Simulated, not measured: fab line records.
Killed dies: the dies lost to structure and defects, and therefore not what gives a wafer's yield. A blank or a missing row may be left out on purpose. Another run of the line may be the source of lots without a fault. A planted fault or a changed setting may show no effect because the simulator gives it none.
The tool behind it: which one?    flow nand_harc    24 lots with 72 wafers sampled at 6 steps, on a route of 1302 steps

## WHAT EACH GAUGE READ, for each wafer
NHARC_A_CONTACT_OVL_MEAS_70.
lot   measured      on          overlay_x_nm (nm)  overlay_y_nm (nm)
L074  day 21 20:41  overlay-01  0.3 0.5 0.4        -0.5 -0.7 -0.6
L075  day 22 16:19  overlay-02  -0.7 -0.9 -0.7     0.4 0.8 0.8
L077  day 22 16:29  overlay-01  -0.3 -0.5 -0.9     -0.5 -0.2 -0.1
L076  day 23 05:58  overlay-02  -0.9 -0.7 -0.3     0.4 0.9 0.9
L078  day 23 09:02  overlay-02  1.3 1.9 1.5        -0.3 0.0 -0.7
L079  day 23 12:22  overlay-01  -0.1 -0.4 -0.5     0.4 0.6 0.7
L080  day 24 14:40  overlay-02  0.8 0.1 0.7        -1.1 -0.4 -0.4
L081  day 24 22:24  overlay-02  0.6 1.0 0.4        0.8 0.7 1.4
L082  day 25 14:57  overlay-01  0.3 0.4 0.5        -0.3 -0.2 -0.3
L084  day 25 18:07  overlay-01  -0.6 -0.5 -0.4     0.1 0.3 0.4
L083  day 25 19:44  overlay-02  1.0 0.7 1.0        -0.7 -0.5 -0.7
L085  day 26 09:23  overlay-02  -0.2 0.0 -0.2      -0.4 -0.4 -0.1
L086  day 26 10:35  overlay-01  0.1 0.8 0.8        0.3 0.8 0.4
L087  day 26 19:14  overlay-01  -0.3 -0.6 -0.8     0.0 0.1 0.1
L089  day 27 16:38  overlay-02  0.3 0.2 0.4        1.1 1.7 1.9
L088  day 27 18:09  overlay-01  1.3 0.8 1.2        -1.1 -1.2 -1.1
L091  day 28 08:49  overlay-02  0.1 0.1 -0.4       0.5 0.3 0.2
L090  day 29 00:22  overlay-02  -0.4 0.4 0.1       1.2 0.9 1.0
L095  day 29 18:52  overlay-02  -0.3 -0.3 -0.4     -0.1 0.4 0.1
L092  day 29 20:16  overlay-01  0.2 0.3 0.6        -1.4 -0.4 -1.0
L093  day 29 21:32  overlay-01  0.0 0.2 0.5        -0.4 -0.9 0.0
L094  day 30 11:56  overlay-01  -1.0 -1.0 -0.4     0.2 -0.1 0.1
L096  day 31 17:10  overlay-02  -0.9 -0.5 -0.7     0.9 0.9 0.8
L097  day 31 19:31  overlay-02  -0.6 -0.5 -0.9     -0.2 -0.4 -0.8

NHARC_A_CONTACT_CD_MEAS_80.
lot   measured      on         cd_nm (nm)
L074  day 22 00:56  cd_sem-03  290.0 290.4 290.2
L075  day 22 20:53  cd_sem-03  290.0 289.8 289.9
L077  day 22 20:45  cd_sem-02  289.0 289.3 289.0
L076  day 23 10:37  cd_sem-03  289.7 289.9 289.9
L078  day 23 13:42  cd_sem-03  289.5 289.7 289.2
L079  day 23 17:04  cd_sem-01  289.6 289.9 290.0
L080  day 24 18:56  cd_sem-02  289.3 289.2 288.9
L081  day 25 02:46  cd_sem-02  290.0 289.9 290.2
L082  day 25 19:25  cd_sem-03  287.7 288.3 288.4
L084  day 25 22:25  cd_sem-03  288.4 288.8 288.7
L083  day 26 00:27  cd_sem-03  290.4 290.3 290.7
L085  day 26 14:21  cd_sem-02  289.2 289.2 289.7
L086  day 26 14:51  cd_sem-02  288.9 289.9 289.9
L087  day 26 23:31  cd_sem-01  290.0 289.6 289.9
L089  day 27 20:53  cd_sem-03  289.7 289.9 289.8
L088  day 27 22:24  cd_sem-03  290.4 290.1 290.3
L091  day 28 13:05  cd_sem-01  288.5 288.9 288.8
L090  day 29 04:36  cd_sem-03  290.5 291.0 290.9
L095  day 29 23:06  cd_sem-01  289.5 289.6 289.5
L092  day 30 00:56  cd_sem-03  291.1 290.5 290.2
L093  day 30 01:47  cd_sem-01  289.7 289.5 289.4
L094  day 30 16:13  cd_sem-03  290.6 290.4 290.5
L096  day 31 21:37  cd_sem-01  288.5 288.7 288.2
L097  day 31 23:53  cd_sem-03  288.3 288.0 288.1

## TOOL THAT RAN EACH LOT (tool first, then ch and the chambers of the sampled wafers, then the start)
lot   NHARC_A_CONTACT_ETCH_96                        NHARC_A_CONTACT_STRIP_55                       NHARC_A_CONTACT_ETCH_75             NHARC_A_CONTACT_ETCH_126
L074  rie_diel-03 ch 0,1, day 21 20:41 or earlier    rie_diel-03 ch 0,1,3, day 21 20:41 or earlier  rie_diel-03 ch 1,2,3, day 21 20:52  har_cap_etch-03 ch 0,1, day 21 22:41
L075  rie_diel-11 ch 0,1,3, day 22 16:19 or earlier  rie_diel-03 ch 0,1,2, day 22 16:19 or earlier  rie_diel-04 ch 0,3, day 22 16:31    har_cap_etch-02 ch 0,1, day 22 18:39
L077  rie_diel-03 ch 1,3, day 22 16:29 or earlier    rie_diel-03 ch 2,3, day 22 16:29 or earlier    rie_diel-11 ch 0,1,2, day 22 16:40  har_cap_etch-03 ch 0,1, day 22 18:31
L076  rie_diel-11 ch 1,2,3, day 23 05:58 or earlier  rie_diel-03 ch 0,1,3, day 23 05:58 or earlier  rie_diel-03 ch 0,1,3, day 23 06:10  har_cap_etch-02 ch 0,1, day 23 08:07
L078  rie_diel-03 ch 0,1, day 23 09:02 or earlier    rie_diel-03 ch 0,1, day 23 09:02 or earlier    rie_diel-03 ch 1,2, day 23 09:14    har_cap_etch-03 ch 0,1, day 23 11:06
L079  rie_diel-03 ch 1,2,3, day 23 12:22 or earlier  rie_diel-03 ch 0,3, day 23 12:22 or earlier    rie_diel-03 ch 0,2,3, day 23 12:34  har_cap_etch-01 ch 0, day 23 14:49
L080  rie_diel-03 ch 0,1,2, day 24 14:40 or earlier  rie_diel-04 ch 0,1, day 24 14:40 or earlier    rie_diel-11 ch 0,2,3, day 24 14:52  har_cap_etch-01 ch 0,1, day 24 16:43
L081  rie_diel-03 ch 1,2,3, day 24 22:24 or earlier  rie_diel-03 ch 0,2,3, day 24 22:24 or earlier  rie_diel-11 ch 0,1,3, day 24 22:37  har_cap_etch-03 ch 0,1, day 25 00:34
L082  rie_diel-11 ch 0,3, day 25 14:57 or earlier    rie_diel-11 ch 0,1,3, day 25 14:57 or earlier  rie_diel-11 ch 1,3, day 25 15:13    har_cap_etch-01 ch 0,1, day 25 17:03
L084  rie_diel-03 ch 0,1,2, day 25 18:07 or earlier  rie_diel-03 ch 1,2, day 25 18:07 or earlier    rie_diel-03 ch 0,1, day 25 18:18    har_cap_etch-03 ch 0, day 25 20:10
L083  rie_diel-03 ch 0,2,3, day 25 19:44 or earlier  rie_diel-03 ch 0,1, day 25 19:44 or earlier    rie_diel-11 ch 0,2,3, day 25 19:58  har_cap_etch-02 ch 0,1, day 25 22:14
L085  rie_diel-03 ch 2,3, day 26 09:23 or earlier    rie_diel-03 ch 0,1,2, day 26 09:23 or earlier  rie_diel-04 ch 0,2, day 26 09:35    har_cap_etch-02 ch 0,1, day 26 11:37
L086  rie_diel-03 ch 0,1,2, day 26 10:35 or earlier  rie_diel-03 ch 1,2,3, day 26 10:35 or earlier  rie_diel-03 ch 0,2, day 26 10:46    har_cap_etch-01 ch 0,1, day 26 12:36
L087  rie_diel-04 ch 0,2,3, day 26 19:14 or earlier  rie_diel-03 ch 1,2,3, day 26 19:14 or earlier  rie_diel-03 ch 0,1,3, day 26 19:26  har_cap_etch-03 ch 0,1, day 26 21:16
L089  rie_diel-03 ch 1,2,3, day 27 16:38 or earlier  rie_diel-04 ch 0,2,3, day 27 16:38 or earlier  rie_diel-04 ch 0,1,3, day 27 16:50  har_cap_etch-03 ch 0,1, day 27 18:40
L088  rie_diel-04 ch 1,2,3, day 27 18:09 or earlier  rie_diel-11 ch 1,2,3, day 27 18:09 or earlier  rie_diel-04 ch 0,1,2, day 27 18:20  har_cap_etch-02 ch 0,1, day 27 20:11
L091  rie_diel-03 ch 0,1,2, day 28 08:49 or earlier  rie_diel-03 ch 0,1,2, day 28 08:49 or earlier  rie_diel-03 ch 0,1,3, day 28 09:00  har_cap_etch-03 ch 0,1, day 28 10:52
L090  rie_diel-04 ch 1,2,3, day 29 00:22 or earlier  rie_diel-11 ch 2,3, day 29 00:22 or earlier    rie_diel-03 ch 1,2,3, day 29 00:33  har_cap_etch-03 ch 0,1, day 29 02:24
L095  rie_diel-03 ch 0,2,3, day 29 18:52 or earlier  rie_diel-04 ch 0,1,3, day 29 18:52 or earlier  rie_diel-03 ch 0,1,2, day 29 19:03  har_cap_etch-02 ch 0,1, day 29 20:52
L092  rie_diel-03 ch 0,1, day 29 20:16 or earlier    rie_diel-11 ch 0,1,2, day 29 20:16 or earlier  rie_diel-03 ch 0,1,3, day 29 20:27  har_cap_etch-01 ch 0,1, day 29 22:44
L093  rie_diel-04 ch 0,2, day 29 21:32 or earlier    rie_diel-11 ch 0,1, day 29 21:32 or earlier    rie_diel-04 ch 0,2,3, day 29 21:43  har_cap_etch-03 ch 0,1, day 29 23:32
L094  rie_diel-04 ch 0,1, day 30 11:56 or earlier    rie_diel-04 ch 0,2,3, day 30 11:56 or earlier  rie_diel-03 ch 0,1,3, day 30 12:08  har_cap_etch-02 ch 0,1, day 30 13:59
L096  rie_diel-03 ch 1,2, day 31 17:10 or earlier    rie_diel-03 ch 0,1,3, day 31 17:10 or earlier  rie_diel-11 ch 0,1, day 31 17:22    har_cap_etch-03 ch 0,1, day 31 19:25
L097  rie_diel-03 ch 0,1,2, day 31 19:31 or earlier  rie_diel-03 ch 1,2, day 31 19:31 or earlier    rie_diel-04 ch 1,2, day 31 19:42    har_cap_etch-01 ch 0,1, day 31 21:40
- NHARC_A_CONTACT_ETCH_96: etches the open film in C4F6/O2, target depth 20 nm, time 10 s.
- NHARC_A_CONTACT_STRIP_55: strips in O2.
- NHARC_A_CONTACT_ETCH_75: etches the open film in CF4, target depth 39 nm, time 65 s.
- NHARC_A_CONTACT_ETCH_126: etches the open film in C4F8/O2/Ar, time 197 s, target depth 1918 nm.

## AS READ BY THE TOOLS THEMSELVES (means over the sampled wafers that have a number; for cases with no such wafer, the mark the record gives instead)
NHARC_A_CONTACT_ETCH_96.
lot   tool         c4f6_flow_sccm (sccm)  drypump_motor_current_A (A)  oes_product_au (a.u.)  rf_vpp_V (V)  showerhead_plenum_p_Torr (Torr)  throttle_valve_pct (%)
L074  rie_diel-03  25.02                  5.9                          0.941                  548.4         4.04                             26.899
L075  rie_diel-11  24.92                  5.6                          0.972                  544.4         3.83                             26.908
L077  rie_diel-03  25.02                  6.3                          1.002                  549.7         4.07                             26.901
L076  rie_diel-11  25.06                  5.8                          1.001                  547.7         4.01                             26.908
L078  rie_diel-03  25.00                  5.6                          1.000                  547.9         4.00                             26.906
L079  rie_diel-03  25.07                  6.2                          1.001                  547.6         3.98                             26.916
L080  rie_diel-03  25.06                  5.8                          1.005                  548.0         3.95                             26.904
L081  rie_diel-03  24.99                  6.2                          0.976                  547.6         3.98                             26.913
L082  rie_diel-11  24.92                  5.6                          0.946                  546.3         3.90                             26.908
L084  rie_diel-03  24.93                  5.8                          0.967                  547.4         3.95                             26.907
L083  rie_diel-03  25.02                  5.9                          0.947                  547.3         3.94                             26.899
L085  rie_diel-03  25.08                  6.1                          0.958                  545.9         3.89                             26.904
L086  rie_diel-03  25.02                  5.8                          1.007                  547.1         3.95                             26.916
L087  rie_diel-04  25.05                  5.5                          0.947                  545.9         3.93                             26.902
L089  rie_diel-03  24.99                  6.2                          0.967                  548.0         3.97                             26.903
L088  rie_diel-04  24.98                  5.5                          0.958                  546.8         3.92                             26.893
L091  rie_diel-03  24.99                  5.8                          1.013                  547.6         3.94                             26.896
L090  rie_diel-04  25.03                  5.6                          0.951                  546.8         3.91                             26.892
L095  rie_diel-03  25.00                  5.9                          1.001                  545.8         3.93                             26.893
L092  rie_diel-03  25.08                  5.8                          0.999                  548.4         4.02                             26.911
L093  rie_diel-04  25.04                  5.7                          0.955                  548.1         3.98                             26.906
L094  rie_diel-04  25.01                  5.6                          0.961                  547.5         3.98                             26.909
L096  rie_diel-03  24.93                  6.1                          1.002                  547.9         3.98                             26.904
L097  rie_diel-03  24.98                  5.8                          0.948                  546.5         3.94                             26.908

NHARC_A_CONTACT_STRIP_55.
lot   tool         drypump_motor_current_A (A)  oes_product_au (a.u.)  rf_vpp_V (V)  showerhead_plenum_p_Torr (Torr)  throttle_valve_pct (%)
L074  rie_diel-03  6.0                          0.997                  58.7          3.62                             17.044
L075  rie_diel-03  5.8                          1.007                  58.9          3.56                             17.039
L077  rie_diel-03  6.1                          1.005                  58.1          3.51                             17.031
L076  rie_diel-03  6.0                          0.994                  57.4          3.62                             17.033
L078  rie_diel-03  5.6                          0.989                  57.2          3.60                             17.040
L079  rie_diel-03  6.1                          0.996                  57.3          3.61                             17.039
L080  rie_diel-04  5.7                          1.002                  58.7          3.61                             17.035
L081  rie_diel-03  5.9                          1.002                  57.7          3.54                             17.040
L082  rie_diel-11  5.6                          1.007                  58.0          3.43                             17.036
L084  rie_diel-03  6.1                          1.006                  57.2          3.59                             17.039
L083  rie_diel-03  5.9                          1.006                  57.4          3.62                             17.045
L085  rie_diel-03  5.8                          1.005                  57.2          3.55                             17.037
L086  rie_diel-03  6.2                          1.009                  58.1          3.58                             17.037
L087  rie_diel-03  6.2                          1.001                  57.8          3.57                             17.035
L089  rie_diel-04  5.5                          1.001                  57.5          3.53                             17.029
L088  rie_diel-11  5.8                          1.005                  56.9          3.59                             17.032
L091  rie_diel-03  5.8                          0.997                  58.1          3.55                             17.038
L090  rie_diel-11  5.7                          0.998                  58.1          3.66                             17.042
L095  rie_diel-04  5.4                          1.009                  58.1          3.53                             17.040
L092  rie_diel-11  5.7                          0.998                  58.0          3.65                             17.035
L093  rie_diel-11  5.5                          1.004                  58.6          3.66                             17.027
L094  rie_diel-04  5.5                          1.005                  57.9          3.52                             17.033
L096  rie_diel-03  6.0                          1.005                  58.7          3.60                             17.040
L097  rie_diel-03  6.1                          1.006                  57.5          3.58                             17.037

NHARC_A_CONTACT_ETCH_75.
lot   tool         drypump_motor_current_A (A)  oes_product_au (a.u.)  rf_vpp_V (V)  showerhead_plenum_p_Torr (Torr)  throttle_valve_pct (%)
L074  rie_diel-03  6.2                          1.003                  150.7         1.80                             13.282
L075  rie_diel-04  5.2                          1.001                  150.8         1.76                             13.279
L077  rie_diel-11  5.6                          0.995                  150.8         1.75                             13.287
L076  rie_diel-03  6.0                          1.002                  152.3         1.81                             13.291
L078  rie_diel-03  6.0                          1.003                  152.2         1.80                             13.292
L079  rie_diel-03  5.9                          1.003                  151.4         1.78                             13.277
L080  rie_diel-11  5.6                          1.005                  152.5         1.79                             13.284
L081  rie_diel-11  5.6                          1.004                  150.5         1.72                             13.289
L082  rie_diel-11  5.7                          1.010                  151.3         1.78                             13.284
L084  rie_diel-03  5.9                          1.002                  151.7         1.82                             13.281
L083  rie_diel-11  5.6                          0.996                  151.2         1.79                             13.289
L085  rie_diel-04  5.9                          0.996                  151.9         1.80                             13.291
L086  rie_diel-03  5.5                          1.005                  151.5         1.76                             13.285
L087  rie_diel-03  6.0                          1.000                  151.9         1.81                             13.282
L089  rie_diel-04  5.4                          0.993                  150.4         1.77                             13.285
L088  rie_diel-04  5.8                          0.996                  152.5         1.79                             13.273
L091  rie_diel-03  6.0                          0.998                  151.4         1.81                             13.287
L090  rie_diel-03  6.2                          1.009                  151.3         1.79                             13.283
L095  rie_diel-03  5.8                          1.000                  151.0         1.78                             13.280
L092  rie_diel-03  5.9                          0.995                  151.8         1.81                             13.284
L093  rie_diel-04  5.5                          1.003                  151.2         1.76                             13.281
L094  rie_diel-03  6.0                          1.003                  151.7         1.81                             13.276
L096  rie_diel-11  5.6                          1.007                  150.4         1.75                             13.293
L097  rie_diel-04  5.8                          0.986                  151.2         1.79                             13.282

## THE ANSWER, worked out from the rows above alone
Rule: the lots themselves supply what counts as usual. Put in order of their means at a reading, lots are off if they are a third of the lots or fewer, leave a main group of 4 or more, and stand apart from it by a gap of 3 or more times the standard deviation of the main group's means; of several such gaps the widest counts. Not used: any main group whose means are identical at the precision the tables above print for the reading. A lot without any number at a reading at which 4 lots or more have one is off too. Where the step has rows for the other lots, those lots are counted as sound. After the gauges, taken in route order, come the tools' own readings; for these a lot's mean is taken, as printed above. At the first step where some lot is off, the reading lying furthest off is the one used; lots without a number count as furthest.
None of the lots is off at any reading shown; this tells nothing.

## WHAT THE SIMULATOR HAD PUT IN
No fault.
